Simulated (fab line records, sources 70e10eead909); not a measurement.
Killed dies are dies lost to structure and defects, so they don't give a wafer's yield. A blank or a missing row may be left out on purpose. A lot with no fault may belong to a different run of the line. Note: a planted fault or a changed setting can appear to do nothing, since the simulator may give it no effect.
fab line records -- flow nand-harc
[record] lots = 12, wafers = 36, last-day = 32
route steps=1302 shown A_CHANNEL_HOLE_D1@484 A_CHANNEL_FILL_D1@494 A_DECK1_JOINT@530 END@1302
lots that met no fault: taken from a fault-free run of the same line
start-h: hours from the record's opening day to when the first of the lot's shown wafers began -- wait-h: hours since the lot's step before -- " unchanged from the row above -- L1.1+2: a single row standing in for several wafers -- - no value, or no start was given -- * or withheld: withheld -- < > ~ a bound
route shown NAME@n: a module of which the file shows steps, and the number in the route of the first -- usual: mean/standard deviation of fault-free wafers -- same: alike in all rows -- chamber/n: place in a boat -- sites: per-site readings -- _std_site: the values' standard deviation -- _edge_site: the outer-site mean with the inner-site mean subtracted -- radius-mm: for every site, how far away it sits from the centre of the wafer -- mask NAME#n: copy n -- behind: the most recent tool/chamber to have shaped the wafer -- hold: what put the lot on hold/how long, in hours/how the hold closed -- device: transistor that didn't switch, given as n, p or np -- end of line: the tests these same wafers got at the end of their route -- for a step that has no rows: nothing shown but its recipe -- killed: at the first sort, the dies lost to defects and structure; wafer yield is something else -- map: shows each die of a wafer: x if killed, . if not, _ if none is there
set.NAME: the run value of the setting; set.NAME@STEP: its run value at that earlier step -- model.NAME: the simulator's own value behind a step, which no gauge read
a sample of lots followed through the steps of the route, with each step as a table and each wafer as a row
services: the hour from which a tool's chamber was out of use, counted from the record's first day as start-h (under 0 if before that day), plus the number of hours and why
[[steps]]
[step NHARC_A_CHANNEL_HOLE_D1_STRIP_27]
[recipe] o2-flow-sccm = 500, ar-flow-sccm = 0, bias-w = 0, chemistry = O2
[usual] drypump-motor-current-A = 5.9/0.38, oes-product-au = 1.000/0.011, rf-vpp-V = 57.8/0.94, showerhead-plenum-p-Torr = 3.53/0.14, throttle-valve-pct = 17.036/0.0092
lot.wafer,tool,chamber,start-h,wait-h,drypump-motor-current-A,oes-product-au,rf-hours-counter-h,rf-vpp-V,showerhead-plenum-p-Torr,throttle-valve-pct
L156.2,rie-diel-10,0,-,-,6.0,0.995,10,55.4,3.44,17.024
L156.4,rie-diel-10,1,-,-,5.4,0.999,-,59.8,3.60,17.041
L156.5,rie-diel-10,0,-,-,5.9,1.012,-,57.6,3.44,17.037
L157.4,rie-diel-10,1,-,-,5.4,0.986,11,58.1,3.60,17.034
L157.6,rie-diel-10,0,-,-,5.9,1.009,-,58.3,3.44,17.027
L157.5,rie-diel-10,1,-,-,5.4,1.002,-,57.3,3.60,17.028
L158.2,rie-diel-04,2,-,-,5.1,1.000,6,59.3,3.81,17.047
L158.3,rie-diel-04,3,-,-,5.5,1.011,5,57.7,3.33,17.030
L158.6,rie-diel-04,0,-,-,6.6,1.029,-,56.4,3.32,17.047
L159.3,rie-diel-10,3,-,-,6.2,0.975,13,59.0,3.63,17.036
L159.1,rie-diel-10,0,-,-,6.0,0.986,13,58.8,3.43,17.038
L159.6,rie-diel-10,0,-,-,5.9,0.996,-,57.0,3.44,17.020
L161.3,rie-diel-10,2,-,-,6.0,0.996,12,57.2,3.43,17.039
L161.5,rie-diel-10,0,-,-,5.9,0.991,-,56.3,3.43,17.038
L161.6,rie-diel-10,1,-,-,5.4,0.996,-,57.6,3.60,17.030
L160.2,rie-diel-12,0,-,-,6.3,0.980,46,58.5,3.26,17.041
L160.4,rie-diel-12,2,-,-,5.3,1.007,48,56.8,3.48,17.037
L160.1,rie-diel-12,3,-,-,5.6,1.004,46,58.0,3.62,17.014
L164.4,rie-diel-10,3,-,-,6.2,0.997,2,57.6,3.62,17.012
L164.1,rie-diel-10,1,-,-,5.4,0.994,1,58.5,3.60,17.033
L164.5,rie-diel-10,0,-,-,5.9,0.996,-,57.1,3.43,17.033
L166.4,rie-diel-12,0,-,-,6.3,1.012,7,59.8,3.80,17.026
L166.1,rie-diel-12,2,-,-,5.3,0.999,7,56.6,3.47,17.043
L166.6,rie-diel-12,0,-,-,6.3,1.003,-,58.7,3.80,17.044
L171.2,rie-diel-10,0,-,-,5.9,1.011,8,56.5,3.43,17.033
L171.3,rie-diel-10,2,-,-,6.0,1.005,7,56.0,3.43,17.035
L171.5,rie-diel-10,3,-,-,6.2,0.995,-,57.2,3.62,17.036
L172.4,rie-diel-10,1,-,-,5.4,1.003,8,58.9,3.60,17.041
L172.5,rie-diel-10,3,-,-,6.2,0.986,-,57.0,3.62,17.039
L172.6,rie-diel-10,0,-,-,5.9,0.992,-,58.8,3.43,17.038
L173.3,rie-diel-10,3,-,-,6.2,0.992,9,57.9,3.62,17.048
L173.2,rie-diel-10,2,-,-,6.1,0.998,9,57.2,3.43,17.024
L173.5,rie-diel-10,0,-,-,5.9,1.009,-,57.7,3.43,17.031
L174.1,rie-diel-10,2,-,-,6.0,1.008,9,58.0,3.43,17.014
L174.4,rie-diel-10,1,-,-,5.4,1.002,9,58.2,3.60,17.033
L174.6,rie-diel-10,2,-,-,6.0,1.001,-,57.3,3.43,17.038
[step NHARC_A_CHANNEL_FILL_D1_ALD_14]
[recipe] target-thk-a = 25, pulse-time-s = 10, ald-cycles = 25, temp-c = 300, material = SiO2
[usual] heater-power-w = 472/52, precursor-pulse-height-rel = 1.002/0.02
lot.wafer,tool,chamber,start-h,wait-h,heater-power-w,precursor-pulse-height-rel
L156.2,ald-hk-01,3,202.71,0.0,560,1.029
L156.4,ald-hk-01,0,202.71,0.0,505,1.020
L156.5,ald-hk-01,3,202.71,0.0,556,1.017
L157.4,ald-hk-03,1,211.71,0.1,426,0.990
L157.5,ald-hk-03,0,211.71,0.1,533,1.002
L157.6,ald-hk-03,1,211.71,0.1,439,0.962
L158.2,ald-hk-02,3,222.17,2.7,462,1.001
L158.3,ald-hk-02,0,222.17,2.7,440,0.999
L158.6,ald-hk-02,3,222.17,2.7,440,0.995
L159.3,ald-hk-02,3,237.15,0.1,445,0.988
L159.1,ald-hk-02,0,237.15,0.1,434,0.992
L159.6,ald-hk-02,1,237.15,0.1,419,0.981
L161.3,ald-hk-02,1,250.58,0.1,418,0.955
L161.6,ald-hk-02,0,250.58,0.1,428,1.010
L161.5,ald-hk-02,1,250.58,0.1,406,1.002
L160.4,ald-hk-01,2,250.59,0.1,481,1.019
L160.2,ald-hk-01,3,250.59,0.1,559,1.021
L160.1,ald-hk-01,0,250.59,0.1,523,0.987
L164.1,ald-hk-02,0,288.14,0.0,429,1.015
L164.4,ald-hk-02,3,288.14,0.0,450,1.000
L164.5,ald-hk-02,1,288.14,0.0,425,0.985
L166.1,ald-hk-01,0,314.08,0.3,537,1.029
L166.4,ald-hk-01,1,314.08,0.3,497,1.000
L166.6,ald-hk-01,3,314.08,0.3,540,1.015
L171.3,ald-hk-03,1,354.36,0.1,434,1.006
L171.2,ald-hk-03,2,354.36,0.1,452,0.997
L171.5,ald-hk-03,0,354.36,0.1,503,1.023
L172.4,ald-hk-01,2,366.82,0.1,535,0.975
L172.5,ald-hk-01,1,366.82,0.1,501,1.008
L172.6,ald-hk-01,2,366.82,0.1,522,0.996
L173.3,ald-hk-02,2,373.25,0.1,395,0.960
L173.2,ald-hk-02,3,373.25,0.1,469,0.988
L173.5,ald-hk-02,1,373.25,0.1,421,0.975
L174.4,ald-hk-02,0,378.41,0.1,443,0.969
L174.1,ald-hk-02,1,378.41,0.1,424,0.992
L174.6,ald-hk-02,3,378.41,0.1,467,1.030
[step NHARC_A_CHANNEL_FILL_D1_ETCHBACK_20]
[recipe] target-depth-a = 270, time-s = 13.5, c4f8-flow-sccm = withheld, o2-flow-sccm = 8, ar-flow-sccm = withheld, rf-w = 600, bias-w = 1500, chemistry = C4F8/O2/Ar
[usual] oes-product-au = 0.96/0.037, rf-vpp-V = 978/4.8
[same] time-s = 13.5
lot.wafer,tool,chamber,start-h,wait-h,oes-product-au,rf-hours-counter-h,rf-vpp-V
L156.2,rie-diel-13,2,221.39,-,1.01,2.4,975
L156.4,rie-diel-13,3,221.39,-,0.99,2.3,981
L156.5,rie-diel-13,2,221.39,-,1.00,-,975
L157.4,rie-diel-05,1,229.36,-,0.92,9.1,971
L157.5,rie-diel-05,2,229.36,-,0.93,-,975
L157.6,rie-diel-05,3,229.36,-,0.93,-,979
L158.3,rie-diel-11,1,241.47,-,0.92,8.7,983
L158.2,rie-diel-11,2,241.47,-,0.91,7.0,982
L158.6,rie-diel-11,1,241.47,-,0.93,-,985
L159.3,rie-diel-13,0,254.05,-,1.01,4.1,973
L159.1,rie-diel-13,2,254.05,-,1.01,4.0,973
L159.6,rie-diel-13,2,254.05,-,1.02,-,973
L161.3,rie-diel-05,2,267.48,-,0.99,2.2,975
L161.6,rie-diel-05,3,267.48,-,0.96,-,979
L161.5,rie-diel-05,0,267.48,-,0.98,-,980
L160.1,rie-diel-11,2,267.49,-,0.99,0.1,980
L160.4,rie-diel-11,3,267.49,-,0.99,0.1,974
L160.2,rie-diel-11,0,267.49,-,1.00,0.1,984
L164.1,rie-diel-05,0,305.43,-,1.00,4.5,979
L164.4,rie-diel-05,1,305.43,-,0.99,2.5,970
L164.5,rie-diel-05,3,305.43,-,1.00,-,978
L166.4,rie-diel-05,0,332.31,-,0.92,5.5,979
L166.1,rie-diel-05,1,332.31,-,0.93,3.5,971
L166.6,rie-diel-05,2,332.31,-,0.93,-,974
L171.3,rie-diel-11,0,371.60,-,0.92,4.7,982
L171.2,rie-diel-11,2,371.60,-,0.92,5.8,981
L171.5,rie-diel-11,0,371.60,-,0.93,-,983
L172.4,rie-diel-05,3,384.13,-,0.92,7.9,978
L172.6,rie-diel-05,2,384.13,-,0.92,-,974
L172.5,rie-diel-05,3,384.13,-,0.93,-,979
L173.3,rie-diel-05,2,390.42,-,0.92,7.2,974
L173.2,rie-diel-05,3,390.42,-,0.92,8.0,977
L173.5,rie-diel-05,3,390.42,-,0.91,-,978
L174.4,rie-diel-05,2,396.93,-,1.00,7.3,975
L174.1,rie-diel-05,3,396.93,-,0.99,8.1,978
L174.6,rie-diel-05,0,396.93,-,0.99,-,980
[step NHARC_A_DECK1_JOINT_ETCHBACK_00]
[recipe] target-depth-a = 300, time-s = 17.4, hbr-flow-sccm = 150, rf-w = 350, icp-w = 350, bias-w = 60, chemistry = HBr
[usual] drypump-motor-current-A = 5.8/0.32, oes-product-au = 0.998/0.011, throttle-valve-pct = 23.267/0.009
[same] time-s = 17.4
lot.wafer,tool,chamber,start-h,wait-h,drypump-motor-current-A,oes-product-au,rf-hours-counter-h,throttle-valve-pct
L156.4,rie-si-04,3,255.76,0.1,6.2,0.992,0.4,23.259
L156.2,rie-si-04,2,255.76,0.1,6.0,1.009,0.5,23.263
L156.5,rie-si-04,3,255.76,0.1,6.1,1.007,-,23.268
L157.4,rie-si-06,2,263.57,0.1,5.4,0.996,0.1,23.261
L157.5,rie-si-06,0,263.57,0.1,6.4,1.011,-,23.259
L157.6,rie-si-06,1,263.57,0.1,6.0,1.000,-,23.268
L158.3,rie-si-04,2,276.44,0.1,5.9,0.984,0.7,23.279
L158.2,rie-si-04,0,276.44,0.1,5.7,1.012,0.6,23.268
L158.6,rie-si-04,2,276.44,0.1,6.0,0.996,-,23.264
L159.3,rie-si-06,3,288.99,0.1,5.3,0.999,0.2,23.269
L159.1,rie-si-06,1,288.99,0.1,5.9,0.993,0.2,23.278
L159.6,rie-si-06,0,288.99,0.1,6.4,1.002,-,23.280
L161.3,rie-si-06,0,303.10,0.1,6.4,1.017,0.3,23.270
L161.6,rie-si-06,0,303.10,0.1,6.4,1.006,-,23.251
L161.5,rie-si-06,1,303.10,0.1,6.0,0.987,-,23.256
L160.4,rie-si-05,0,303.13,0.1,5.3,1.001,1.3,23.263
L160.2,rie-si-05,1,303.13,0.1,5.7,1.002,1.0,23.274
L160.1,rie-si-05,2,303.13,0.1,5.7,0.996,1.2,23.281
L164.1,rie-si-06,1,339.97,0.1,6.0,0.989,0.4,23.267
L164.4,rie-si-06,2,339.97,0.1,5.3,1.003,0.5,23.265
L164.5,rie-si-06,0,339.97,0.1,6.3,1.008,-,23.263
L166.4,rie-si-04,2,366.55,0.1,5.9,0.988,0.1,23.265
L166.1,rie-si-04,3,366.55,0.1,6.2,0.982,0.2,23.268
L166.6,rie-si-04,1,366.55,0.1,5.6,0.991,-,23.258
L171.2,rie-si-05,2,406.63,0.1,5.7,1.011,0.5,23.281
L171.3,rie-si-05,3,406.63,0.1,6.0,0.994,0.6,23.276
L171.5,rie-si-05,2,406.63,0.1,5.7,1.021,-,23.251
L172.4,rie-si-04,0,418.40,0.1,5.7,1.003,0.4,23.282
L172.5,rie-si-04,2,418.40,0.1,5.9,1.004,-,23.254
L172.6,rie-si-04,3,418.40,0.1,6.2,1.002,-,23.257
L173.2,rie-si-04,1,426.01,0.1,5.6,0.993,0.6,23.262
L173.3,rie-si-04,3,426.01,0.1,6.2,0.995,0.5,23.269
L173.5,rie-si-04,2,426.01,0.1,5.9,1.010,-,23.260
L174.1,rie-si-05,0,431.14,0.1,5.3,0.983,0.7,23.278
L174.4,rie-si-05,1,431.14,0.1,5.7,1.008,0.8,23.253
L174.6,rie-si-05,0,431.14,0.1,5.3,0.968,-,23.271
[step NHARC_END_SORT_01]
[recipe] temp-c = 25
[usual] killed-at-array = 53/21, killed-at-other = 0.8/1.1, killed-at-periphery = 4.2/2.7, killed-dies = 58/22, killed-open = 3.4/1.9, killed-short = 2.5/1.6
[same] gross-dies = 677
lot.wafer,tool,chamber,start-h,wait-h,killed-at-array,killed-at-other,killed-at-periphery,killed-dies,killed-open,killed-short
L156.2,prober-02,0,572.06,2.8,28,0,3,31,2,3
L156.4,prober-02,0,573.66,3.4,25,0,2,27,4,2
L156.5,prober-02,0,574.46,3.7,25,1,1,27,2,3
L157.4,prober-01,0,573.61,3.3,90,0,8,98,2,5
L157.5,prober-01,0,574.39,3.6,85,0,2,87,0,3
L157.6,prober-01,0,575.16,3.9,85,1,5,91,4,0
L160.1,prober-01,0,621.14,2.5,76,0,1,77,3,0
L160.2,prober-01,0,621.95,2.8,68,1,4,73,3,3
L160.4,prober-01,0,623.57,3.4,83,0,2,85,5,6
L164.1,prober-02,0,652.40,2.5,70,5,7,82,4,2
L164.4,prober-02,0,654.81,3.4,84,3,1,88,4,2
L164.5,prober-02,0,655.62,3.7,75,0,4,79,4,1
L166.1,prober-01,0,685.05,2.5,14,1,4,19,4,0
L166.4,prober-01,0,687.44,3.4,18,0,4,22,2,1
L166.6,prober-01,0,689.03,4.0,20,1,0,21,3,0
L174.1,prober-01,0,751.08,2.4,155,0,10,165,0,0
L174.4,prober-01,0,753.50,3.4,194,1,9,204,1,4
L174.6,prober-01,0,755.12,4.0,179,1,6,186,2,4
L173.2,prober-01,0,759.66,2.8,85,0,3,88,2,0
L173.3,prober-01,0,760.44,3.0,135,0,7,142,2,0
L173.5,prober-01,0,762.01,3.6,94,0,4,98,2,3
L172.4,prober-02,0,767.38,3.4,113,0,4,117,1,1
L172.5,prober-02,0,768.17,3.7,129,0,5,134,3,3
L172.6,prober-02,0,768.96,4.0,182,0,2,184,2,2
// killed by level:class
L156.2 A_CHANNEL_HOLE_D2:chamber-film-flake=9 A_CONTACT:chamber-film-flake=4 A_BLC:chamber-film-flake=4 A_SGD_CUT:chamber-film-flake=3 P_CONTACT:chamber-film-flake=2 A_ONON_D1:geometric-particle:open=1 A_CHANNEL_HOLE_D1:geometric-particle:short=1 A_CHANNEL_FILL_D1:geometric-particle:short=1
L157.4 A_CHANNEL_HOLE_D2:chamber-film-flake=27 A_CHANNEL_HOLE_D1:chamber-film-flake=24 A_SLIT:chamber-film-flake=22 A_STAIRCASE:chamber-film-flake=7 P_STI:chamber-film-flake=4 P_CONTACT:chamber-film-flake=3 A_CONTACT:chamber-film-flake=2 A_ONON_D1:geometric-particle:short=1
L156.4 A_CHANNEL_HOLE_D2:chamber-film-flake=6 A_SGD_CUT:chamber-film-flake=5 A_CONTACT:chamber-film-flake=5 A_BLC:chamber-film-flake=4 P_M0:geometric-particle:open=2 A_ONON_D2:geometric-particle:short=1 A_CHANNEL_HOLE_D2:geometric-particle:short=1 A_CHANNEL_FILL_D2:geometric-particle:open=1
L157.5 A_CHANNEL_HOLE_D2:chamber-film-flake=27 A_CHANNEL_HOLE_D1:chamber-film-flake=22 A_SLIT:chamber-film-flake=21 A_STAIRCASE:chamber-film-flake=4 A_CONTACT:chamber-film-flake=4 P_STI:chamber-film-flake=2 A_DECK1_JOINT:chamber-film-flake=2 A_CHANNEL_FILL_D2:geometric-particle:short=1
L156.5 A_CHANNEL_HOLE_D2:chamber-film-flake=7 A_STAIRCASE:chamber-film-flake=3 A_CONTACT:chamber-film-flake=3 A_CHANNEL_FILL_D2:geometric-particle:short=2 A_CHANNEL_HOLE_D1:chamber-film-flake=2 A_ONON_D1:geometric-particle:open=1 A_WL_FILL:geometric-particle:short=1 A_WL_FILL:geometric-particle:open=1
L157.6 A_CHANNEL_HOLE_D2:chamber-film-flake=32 A_CHANNEL_HOLE_D1:chamber-film-flake=25 A_SLIT:chamber-film-flake=21 P_STI:chamber-film-flake=3 A_STAIRCASE:chamber-film-flake=2 A_SOURCE_PLATE:geometric-particle:open=1 A_STAIRCASE:geometric-particle:open=1 A_M1:geometric-particle:open=1
L160.1 A_CHANNEL_HOLE_D2:chamber-film-flake=33 A_SLIT:chamber-film-flake=28 A_CONTACT:chamber-film-flake=5 A_CHANNEL_HOLE_D1:chamber-film-flake=3 A_CHANNEL_FILL_D2:geometric-particle:open=2 A_ONON_D2:geometric-particle:open=1 P_ZERO_WELL:chamber-film-flake=1 A_ZERO_WELL:chamber-film-flake=1
L160.2 A_CHANNEL_HOLE_D2:chamber-film-flake=32 A_SLIT:chamber-film-flake=25 P_CONTACT:geometric-particle:open=2 A_ZERO_WELL:chamber-film-flake=2 A_WL_FILL:chamber-film-flake=2 A_CONTACT:chamber-film-flake=2 P_STI:geometric-particle:short=1 A_CHANNEL_HOLE_D1:geometric-particle:short=1
L160.4 A_CHANNEL_HOLE_D2:chamber-film-flake=31 A_SLIT:chamber-film-flake=25 A_CONTACT:chamber-film-flake=7 A_CHANNEL_HOLE_D1:chamber-film-flake=4 A_M1:chamber-film-flake=3 A_ONON_D1:geometric-particle:short=2 A_CHANNEL_FILL_D2:geometric-particle:short=2 A_STAIRCASE:chamber-film-flake=2
L164.1 A_CHANNEL_HOLE_D1:chamber-film-flake=27 A_SLIT:chamber-film-flake=22 A_CHANNEL_HOLE_D2:chamber-film-flake=15 P_BONDPAD:chamber-film-flake=4 THIN_TSV:chamber-film-flake=4 P_CONTACT:geometric-particle:open=1 P_M0:geometric-particle:open=1 P_M2:geometric-particle:short=1
L164.4 A_CHANNEL_HOLE_D1:chamber-film-flake=31 A_SLIT:chamber-film-flake=28 A_CHANNEL_HOLE_D2:chamber-film-flake=9 THIN_TSV:chamber-film-flake=3 A_ONON_D2:geometric-particle:open=2 A_CHANNEL_FILL_D2:chamber-film-flake=2 A_STAIRCASE:chamber-film-flake=2 A_SGD_CUT:chamber-film-flake=2
L164.5 A_CHANNEL_HOLE_D1:chamber-film-flake=28 A_SLIT:chamber-film-flake=25 A_CHANNEL_HOLE_D2:chamber-film-flake=11 A_CONTACT:chamber-film-flake=5 P_BONDPAD:chamber-film-flake=3 P_M0:geometric-particle:short=1 A_ONON_D1:geometric-particle:open=1 A_CHANNEL_FILL_D1:geometric-particle:open=1
L166.1 A_CHANNEL_HOLE_D1:chamber-film-flake=3 A_ZERO_WELL:chamber-film-flake=2 A_DECK1_JOINT:chamber-film-flake=2 A_SLIT:chamber-film-flake=2 P_GATE:geometric-particle:open=1 A_CHANNEL_FILL_D1:geometric-particle:open=1 A_DECK1_JOINT:geometric-particle:open=1 A_BLC:geometric-particle:open=1
L166.4 A_CHANNEL_HOLE_D1:chamber-film-flake=6 A_CHANNEL_FILL_D1:geometric-particle:open=2 P_STI:chamber-film-flake=2 A_CHANNEL_HOLE_D2:chamber-film-flake=2 A_SLIT:chamber-film-flake=2 A_WL_FILL:chamber-film-flake=2 A_CHANNEL_HOLE_D1:geometric-particle:short=1 P_ZERO_WELL:chamber-film-flake=1
L166.6 A_CHANNEL_HOLE_D1:chamber-film-flake=7 A_DECK1_JOINT:chamber-film-flake=4 A_WL_FILL:chamber-film-flake=4 A_CHANNEL_FILL_D1:geometric-particle:open=1 A_M0:geometric-particle:open=1 STARTING-WAFER:geometric-particle:open=1 A_ZERO_WELL:chamber-film-flake=1 A_STAIRCASE:chamber-film-flake=1
L174.1 A_CHANNEL_FILL_D1:unspecified=65 A_SLIT:chamber-film-flake=35 A_CHANNEL_HOLE_D1:chamber-film-flake=31 A_CHANNEL_HOLE_D2:chamber-film-flake=17 P_ZERO_WELL:chamber-film-flake=5 P_CONTACT:chamber-film-flake=4 A_CONTACT:chamber-film-flake=4 A_STAIRCASE:chamber-film-flake=2
L174.4 A_CHANNEL_FILL_D1:unspecified=103 A_SLIT:chamber-film-flake=26 A_CHANNEL_HOLE_D1:chamber-film-flake=26 A_CHANNEL_HOLE_D2:chamber-film-flake=26 P_CONTACT:chamber-film-flake=5 A_CONTACT:chamber-film-flake=5 A_STAIRCASE:chamber-film-flake=3 P_GATE:chamber-film-flake=2
L174.6 A_CHANNEL_FILL_D1:unspecified=101 A_CHANNEL_HOLE_D1:chamber-film-flake=34 A_SLIT:chamber-film-flake=26 A_CONTACT:chamber-film-flake=8 P_GATE:chamber-film-flake=3 A_CHANNEL_HOLE_D2:chamber-film-flake=3 P_CONTACT:chamber-film-flake=2 A_SOURCE_PLATE:geometric-particle:open=1
L173.2 A_CHANNEL_FILL_D1:unspecified=59 A_CHANNEL_HOLE_D1:chamber-film-flake=16 A_ZERO_WELL:chamber-film-flake=3 A_STAIRCASE:chamber-film-flake=2 P_M0:geometric-particle:open=1 A_SGD_CUT:geometric-particle:open=1 P_STI:chamber-film-flake=1 P_BONDPAD:chamber-film-flake=1
L173.3 A_CHANNEL_FILL_D1:unspecified=105 A_CHANNEL_HOLE_D1:chamber-film-flake=11 A_ZERO_WELL:chamber-film-flake=6 A_CONTACT:chamber-film-flake=5 A_STAIRCASE:chamber-film-flake=4 P_GATE:chamber-film-flake=3 A_SLIT:chamber-film-flake=3 P_BONDPAD:chamber-film-flake=2
L173.5 A_CHANNEL_FILL_D1:unspecified=65 A_CHANNEL_HOLE_D1:chamber-film-flake=14 A_SLIT:chamber-film-flake=6 P_M0:geometric-particle:short=2 A_ZERO_WELL:chamber-film-flake=2 P_CONTACT:geometric-particle:open=1 A_SOURCE_PLATE:geometric-particle:open=1 A_ONON_D1:geometric-particle:short=1
L172.4 A_CHANNEL_FILL_D1:unspecified=59 A_SLIT:chamber-film-flake=25 A_CHANNEL_HOLE_D2:chamber-film-flake=13 A_CHANNEL_HOLE_D1:chamber-film-flake=5 A_CONTACT:chamber-film-flake=4 P_GATE:chamber-film-flake=3 A_CHANNEL_FILL_D2:chamber-film-flake=2 A_STAIRCASE:chamber-film-flake=2
L172.5 A_CHANNEL_FILL_D1:unspecified=64 A_SLIT:chamber-film-flake=30 A_CHANNEL_HOLE_D2:chamber-film-flake=14 A_CHANNEL_HOLE_D1:chamber-film-flake=10 A_BLC:chamber-film-flake=3 P_GATE:chamber-film-flake=2 A_STAIRCASE:chamber-film-flake=2 P_STI:geometric-particle:short=1
L172.6 A_CHANNEL_FILL_D1:unspecified=116 A_SLIT:chamber-film-flake=31 A_CHANNEL_HOLE_D2:chamber-film-flake=12 A_CHANNEL_HOLE_D1:chamber-film-flake=11 A_STAIRCASE:chamber-film-flake=3 A_SGD_CUT:geometric-particle:short=2 A_CONTACT:chamber-film-flake=2 A_ONON_D1:geometric-particle:open=1
[[services]]
tool,chamber,start-h,hours,kind
rie-diel-10,1,174.37,9.7,repair
rie-diel-05,-,176.25,0.7,repair
rie-si-06,2,177.49,4.2,repair
ald-hk-01,-,185.41,1.4,repair
rie-diel-11,2,191.29,28.6,repair
rie-diel-10,2,193.23,9.9,repair
rie-si-04,1,194.71,8.9,repair
rie-diel-11,2,228.53,4.4,repair
rie-diel-05,-,229.60,9.0,pm
rie-diel-10,-,242.71,9.0,pm
rie-si-06,-,249.00,9.0,pm
rie-si-04,1,250.67,0.9,repair
rie-diel-05,1,259.48,20.4,repair
rie-diel-05,0,277.26,2.3,repair
ald-hk-01,-,301.53,10.0,pm
ald-hk-02,-,332.87,1.4,repair
rie-diel-05,-,336.81,0.3,repair
rie-si-04,-,342.00,9.0,pm
rie-si-06,0,388.39,8.7,repair
rie-si-06,1,388.85,9.9,repair
rie-si-06,2,394.77,3.4,repair
rie-diel-05,-,406.60,9.0,pm
rie-diel-10,-,419.71,9.0,pm
rie-si-06,-,426.00,9.0,pm
[[key]]
[first-sign] step = NHARC_END_SORT_01, reading = killed-at-array, direction = up, sigmas = 4.2, usual = 53, struck = 141
[effect] step = NHARC_END_SORT_01, reading = killed-dies, direction = up, sigmas = 4, usual = 58, struck = 146
[more-kills-born-at] NHARC_A_CHANNEL_FILL_D1_ETCHBACK_20@rie-diel-05 = 737
met-at NHARC_A_CHANNEL_FILL_D1_ETCHBACK_20
struck-lots L172,L173,L174
tester-left-out L172,L173,L174
not-acting-at NHARC_A_CHANNEL_HOLE_D1_STRIP_27,NHARC_A_CHANNEL_FILL_D1_ALD_14,NHARC_A_DECK1_JOINT_ETCHBACK_00
onset-between 332.31 384.13
also-fits time
[fault] kind = chamber-particle-source, tool = rie-diel-05, chamber = -, onset-h = 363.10, steps = NHARC_A_CHANNEL_FILL_D1_ETCHBACK_20, rate-per-visit-cm2 = 2.218, end-h = 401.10
// tester-left-out: of these lots the tester's yield and bins aren't shown, on N5 and GAA mostly nor the transistor test; their killed dies are dies lost to structure and defects alone, not to doping, threshold or leakage, so they don't give the yield
